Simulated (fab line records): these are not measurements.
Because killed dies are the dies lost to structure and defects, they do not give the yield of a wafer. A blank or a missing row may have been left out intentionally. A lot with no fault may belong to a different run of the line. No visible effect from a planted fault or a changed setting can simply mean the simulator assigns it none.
Matching of chambers || flow n5_finfet || N5_SD_EPI_N_SD_RECESS_17 on rie_si-05 has 4 sister chambers
The step chemistry HBr/Cl2/O2, target depth 41 nm, time 23.7 s, bt time 3 s. 8 wafers are shown with their chamber, then 11 later ones without.

## WAFERS PAIRED WITH THEIR CHAMBERS
{"wafer": "L083.3", "chamber": 3, "throttle_valve_pct (%)": 37.51, "oes_product_au (a.u.)": 1.001}
{"wafer": "L084.3", "chamber": 0, "throttle_valve_pct (%)": 36.96, "oes_product_au (a.u.)": 0.996}
{"wafer": "L086.2", "chamber": 0, "throttle_valve_pct (%)": 36.95, "oes_product_au (a.u.)": 0.995}
{"wafer": "L086.4", "chamber": 1, "throttle_valve_pct (%)": 37.11, "oes_product_au (a.u.)": 1.017}
{"wafer": "L092.1", "chamber": 1, "throttle_valve_pct (%)": 37.10, "oes_product_au (a.u.)": 1.015}
{"wafer": "L092.2", "chamber": 2, "throttle_valve_pct (%)": 37.35, "oes_product_au (a.u.)": 1.016}
{"wafer": "L092.4", "chamber": 3, "throttle_valve_pct (%)": 37.51, "oes_product_au (a.u.)": 0.997}
{"wafer": "L093.2", "chamber": 2, "throttle_valve_pct (%)": 37.37, "oes_product_au (a.u.)": 1.013}

## WAFERS WITHOUT THEIR CHAMBER
{"wafer": "L093.4", "throttle_valve_pct (%)": 37.50, "oes_product_au (a.u.)": 1.007}
{"wafer": "L093.6", "throttle_valve_pct (%)": 37.09, "oes_product_au (a.u.)": 1.022}
{"wafer": "L094.1", "throttle_valve_pct (%)": 37.52, "oes_product_au (a.u.)": 1.014}
{"wafer": "L094.3", "throttle_valve_pct (%)": 37.11, "oes_product_au (a.u.)": 1.012}
{"wafer": "L094.4", "throttle_valve_pct (%)": 37.34, "oes_product_au (a.u.)": 1.017}
{"wafer": "L096.2", "throttle_valve_pct (%)": 37.11, "oes_product_au (a.u.)": 1.014}
{"wafer": "L096.5", "throttle_valve_pct (%)": 37.11, "oes_product_au (a.u.)": 1.010}
{"wafer": "L096.6", "throttle_valve_pct (%)": 37.35, "oes_product_au (a.u.)": 1.017}
{"wafer": "L097.1", "throttle_valve_pct (%)": 36.95, "oes_product_au (a.u.)": 0.996}
{"wafer": "L097.5", "throttle_valve_pct (%)": 37.36, "oes_product_au (a.u.)": 1.015}
{"wafer": "L097.6", "throttle_valve_pct (%)": 37.11, "oes_product_au (a.u.)": 1.007}

## WHICH CHAMBER EACH ONE RAN IN
{"wafer": "L093.4", "from the rows above": 3, "in truth": 3}
{"wafer": "L093.6", "from the rows above": 1, "in truth": 1}
{"wafer": "L094.1", "from the rows above": 3, "in truth": 3}
{"wafer": "L094.3", "from the rows above": 1, "in truth": 1}
{"wafer": "L094.4", "from the rows above": 2, "in truth": 2}
{"wafer": "L096.2", "from the rows above": 1, "in truth": 1}
{"wafer": "L096.5", "from the rows above": 1, "in truth": 1}
{"wafer": "L096.6", "from the rows above": 2, "in truth": 2}
{"wafer": "L097.1", "from the rows above": 0, "in truth": 0}
{"wafer": "L097.5", "from the rows above": 2, "in truth": 2}
{"wafer": "L097.6", "from the rows above": 1, "in truth": 1}
Correct placement for 11 of the 11. Can't be placed from these rows: 0. Placed wrongly: 0.
How it was worked out, from the rows above alone: a wafer's distance from a chamber is the root of the sum, over the readings, of the square of ((its reading less the chamber's mean) divided by the reading's scatter). If the next closest chamber is less than 2 further off than the closest, the wafer can't be placed; otherwise it belongs to the closest. A chamber's mean is the mean of its shown wafers. How the scatter is found: for the shown wafers, subtract from each reading the mean of its chamber, square and add these, divide the total by (wafers less chambers), then take the root.
